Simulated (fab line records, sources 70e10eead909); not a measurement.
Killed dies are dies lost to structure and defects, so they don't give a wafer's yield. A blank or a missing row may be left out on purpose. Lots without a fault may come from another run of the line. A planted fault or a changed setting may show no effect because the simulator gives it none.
Problem report in the 8D (eight disciplines) form, filled by code | flow nand_harc | the parts of the form that need people (team, actions taken, sign-off) are left out

1. THE PROBLEM
cd_nm at NHARC_A_CHANNEL_HOLE_D1_CD_MEAS_10 reads a mean of 106.5 nm on 3 wafers of 3 lots; wafers without a fault read 99.8 nm with a standard deviation of 0.47. That is +14 standard deviations from the usual mean.
The step: target cd 100 nm.
First seen on wafer L787.1, day 11 19:53, on cd_sem-03. The record holds 30 wafers of 10 lots with a number at this step. Rule for "out", or "out of limits": more than 4 standard deviations from the usual mean. The other wafers with a number count as sound.

2. WHAT IT IS AND WHAT IT IS NOT
question                    | is                     | is not
which readings at this step | cd_nm                  | -
which lots                  | L787, L788, L791       | L774, L776, L781, L783, L790, L794, L796
which wafers of those lots  | L787.1, L788.5, L791.1 | L787.2, L787.4, L788.2, L788.4, L791.3, L791.4
read on which gauges        | cd_sem-01, cd_sem-03   | cd_sem-02
when                        | from day 11 19:53      | up to then (14 sound wafers); but 13 sound wafers of L788, L790, L791, L794, L796 came after

3. SUSPECTS, AND WHAT RULES EACH OUT
Counting: a tool at a process step up to the reading stays a suspect if it ran every lot that is out. Sound lots after the first of them don't rule it out here, since some wafers of a struck lot are sound.
- the gauge at NHARC_A_CHANNEL_HOLE_D1_CD_MEAS_10: ruled out. The wafers that are out were read on 2 gauges (cd_sem-01, cd_sem-03).
- litho_track-01 at NHARC_A_CHANNEL_HOLE_D1_PEB_08 (peb time 65 s): kept. It ran every lot that is out, first L787 (day 11 19:49); its last sound lot up to then is L783 (day 10 12:55).
Left after counting: litho_track-01 at NHARC_A_CHANNEL_HOLE_D1_PEB_08.

4. THE CAUSE (what the simulator had put in)
Process parameter drift: litho_track-01, from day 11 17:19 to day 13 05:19, at NHARC_A_CHANNEL_HOLE_D1_PEB_08. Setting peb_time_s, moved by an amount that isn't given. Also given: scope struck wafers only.
Counting left only this tool.

5. THE CHAIN OF EFFECTS, in route order
Each row: a reading whose mean over the struck wafers that have a number lies more than 3 standard deviations from the usual. Only readings for which the record gives a usual standard deviation are gone through. hours: the time from each lot's start at the first step in this table that gives one to its start at this step, as a median over the lots. sigmas: the change in usual standard deviations.
hours | step                               | reading         | usual   | on struck wafers | change | sigmas
0     | NHARC_A_CHANNEL_HOLE_D1_CD_MEAS_10 | cd_nm           | 99.8 nm | 106.5            | +6.7   | +14
7     | NHARC_A_CHANNEL_HOLE_D1_CD_MEAS_30 | cd_nm           | 89.9 nm | 95.7             | +5.8   | +4.5
7     | NHARC_A_CHANNEL_HOLE_D1_XSEM_31    | bot_cd_nm       | 74.3 nm | 79.8             | +5.5   | +4.0
267   | NHARC_END_WLT_00                   | VT_DECK1_MIDDLE | 0.882   | 0.901            | +0.019 | +3.0
The process steps in it:
- NHARC_A_CHANNEL_HOLE_D1_XSEM_31
Later measuring or inspecting steps at which every struck wafer that the step has a row for has a number for every such reading, and none has moved that far: NHARC_END_SORT_01.

6. WHAT WOULD HAVE CAUGHT IT SOONER
In this record the first reading out of limits at a measuring or inspecting step was taken at day 11 19:53, 3 hours after the fault began at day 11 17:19.
Of the tool readings at NHARC_A_CHANNEL_HOLE_D1_PEB_08 for which the record gives a usual standard deviation, none was out on any struck wafer, so an alarm limit of 4 standard deviations on them would not have fired.
Of the lots that are out (3), L788, L791 began NHARC_A_CHANNEL_HOLE_D1_PEB_08 on litho_track-01 after day 11 19:53. A hold on the tool at that time would have spared those 2.
